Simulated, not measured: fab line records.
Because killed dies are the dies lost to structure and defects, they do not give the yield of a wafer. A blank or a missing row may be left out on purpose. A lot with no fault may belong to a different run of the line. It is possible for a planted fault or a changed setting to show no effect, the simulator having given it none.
Which tool is to blame? -- flow nandHarc -- 36 wafers sampled from 12 lots at 1 step of a route of 1302

WHAT EACH GAUGE READ, for each wafer
NHARC_P_M1_THK_MEAS_24: measures by xrf.
lot,measured,on,thkNm (nm)
L075,day 6 19:11,filmMetro-01,157.8 158.7 156.2
L077,day 7 13:37,filmMetro-01,159.0 157.2 157.1
L079,day 8 17:19,filmMetro-01,156.3 157.3 157.9
L081,day 9 14:19,filmMetro-02,155.4 157.1 157.0
L083,day 9 20:59,filmMetro-01,155.9 157.2 160.8
L085,day 10 20:57,filmMetro-01,158.1 157.6 159.2
L087,day 12 09:00,filmMetro-01,157.9 156.5 160.1
L088,day 12 11:22,filmMetro-01,156.8 157.3 158.3
L091,day 13 08:52,filmMetro-02,157.4 156.8 158.9
L093,day 14 05:38,filmMetro-01,157.8 155.5 155.4
L095,day 15 01:07,filmMetro-01,161.3 159.0 157.5
L097,day 15 22:58,filmMetro-01,158.3 158.8 157.5

TOOL THAT RAN EACH LOT (tool first, then ch and the chambers of the sampled wafers, then the start)
There is no process step in the record ahead of these readings.

THE ANSWER, worked out from the rows above alone
Rule: what is usual is taken from the lots themselves. The widest of any qualifying gaps counts: lots, ordered by their means at a reading, are off when they make up no more than a third of the lots, leave a main group of 4 or more, and stand apart from it by 3 or more times the standard deviation of that group's means. Not used: any main group whose means are identical at the precision the tables above print for the reading. A lot without any number at a reading at which 4 lots or more have one is off too. The other lots that the step has rows for count as sound.
None of the lots is off at any reading shown; this tells nothing.

WHAT THE SIMULATOR HAD PUT IN
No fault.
